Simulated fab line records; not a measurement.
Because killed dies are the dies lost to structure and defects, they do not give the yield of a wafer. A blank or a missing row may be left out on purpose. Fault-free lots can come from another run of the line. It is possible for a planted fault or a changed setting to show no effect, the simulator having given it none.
The tool behind it: which one?	flow nand_harc	6 lots with 18 wafers sampled at 5 steps, on a route of 1302 steps

WHAT THE GAUGES READ, wafer by wafer
NHARC_A_SOURCE_PLATE_THK_MEAS_09: measures by ellipsometry.
lot	measured	on	thk_nm (nm)
L920	day 7 14:27	film_metro-02	11.0 10.6 10.2
L925	day 9 20:20	film_metro-02	11.6 9.5 8.9
L927	day 10 14:06	film_metro-02	9.0 9.8 10.5
L929	day 11 22:53	film_metro-01	16.7 15.5 16.5
L939	day 15 17:50	film_metro-02	10.0 8.2 10.1
L942	day 16 23:51	film_metro-01	9.4 10.1 10.0

EACH LOT AND THE TOOL THAT RAN IT (in order: tool; ch and the chambers of the sampled wafers; start)
lot	NHARC_P_BONDPAD_DEGAS_25	NHARC_P_BONDPAD_PVD_27	NHARC_A_ZERO_WELL_ETCH_19	NHARC_A_SOURCE_PLATE_OXIDE_02
L920	pvd_sputter-01, day 7 02:02	pvd_sputter-01, day 7 05:13 or earlier	rie_diel-06 ch 0,1,2, day 7 05:13	furnace-05 ch 0, day 7 10:21
L925	pvd_sputter-01, day 9 07:11	pvd_sputter-01, day 9 10:13 or earlier	rie_diel-06 ch 0,1,2, day 9 10:13	furnace-03 ch 0, day 9 16:18
L927	pvd_sputter-03, day 10 02:20	pvd_sputter-03, day 10 05:24 or earlier	rie_diel-06 ch 0,3, day 10 05:24	furnace-03 ch 0, day 10 10:03
L929	pvd_sputter-03, day 11 02:14	pvd_sputter-03, day 11 05:18 or earlier	rie_diel-06 ch 0,1,3, day 11 05:18	furnace-01 ch 0, day 11 11:41 and furnace-05 ch 0, day 11 18:30
L939	pvd_sputter-01, day 15 06:12	pvd_sputter-01, day 15 09:25 or earlier	rie_diel-04 ch 0,1, day 15 09:25	furnace-05 ch 0, day 15 13:46
L942	pvd_sputter-01, day 16 12:46	pvd_sputter-01, day 16 15:51 or earlier	rie_diel-07 ch 2,3, day 16 15:51	furnace-03 ch 0, day 16 19:49
- NHARC_P_BONDPAD_DEGAS_25: time 60 s.
- NHARC_P_BONDPAD_PVD_27: deposits Cu, target thk 30 nm, time 20.49 s.
- NHARC_A_ZERO_WELL_ETCH_19: etches the open film in N2/H2, target depth 80 nm, overetch 24 nm, time 87.88 s.
- NHARC_A_SOURCE_PLATE_OXIDE_02: material SiO2, target thk 10 nm, ox time 1362 s.

THE ANSWER, worked out from the rows above alone
Rule: the usual values come from the lots themselves. Put in order of their means at a reading, lots are off if they are a third of the lots or fewer, leave a main group of 4 or more, and stand apart from it by a gap of 3 or more times the standard deviation of the main group's means; of several such gaps the widest counts. A main group is skipped when, at the precision printed for the reading in the tables above, its means are all equal. A lot without any number at a reading at which 4 lots or more have one is off too. The other lots that the step has rows for count as sound.
Off: L929, at NHARC_A_SOURCE_PLATE_THK_MEAS_09 (thk_nm). Main group: mean 9.9 nm, sd 0.38.
A tool fits if, at a process step before that reading, it ran every lot that is off, and no sound lot after the first of them. Gauges at NHARC_A_SOURCE_PLATE_THK_MEAS_09: tried the same way as those tools. NHARC_P_BONDPAD_PVD_27: start missing for some lots; hours and lot order therefore follow NHARC_A_ZERO_WELL_ETCH_19. Can't be told from this: 3 tools fit, pvd_sputter-03 at NHARC_P_BONDPAD_DEGAS_25 and NHARC_P_BONDPAD_PVD_27, rie_diel-06 at NHARC_A_ZERO_WELL_ETCH_19, furnace-01 at NHARC_A_SOURCE_PLATE_OXIDE_02.

WHAT HAD BEEN PUT IN BY THE SIMULATOR
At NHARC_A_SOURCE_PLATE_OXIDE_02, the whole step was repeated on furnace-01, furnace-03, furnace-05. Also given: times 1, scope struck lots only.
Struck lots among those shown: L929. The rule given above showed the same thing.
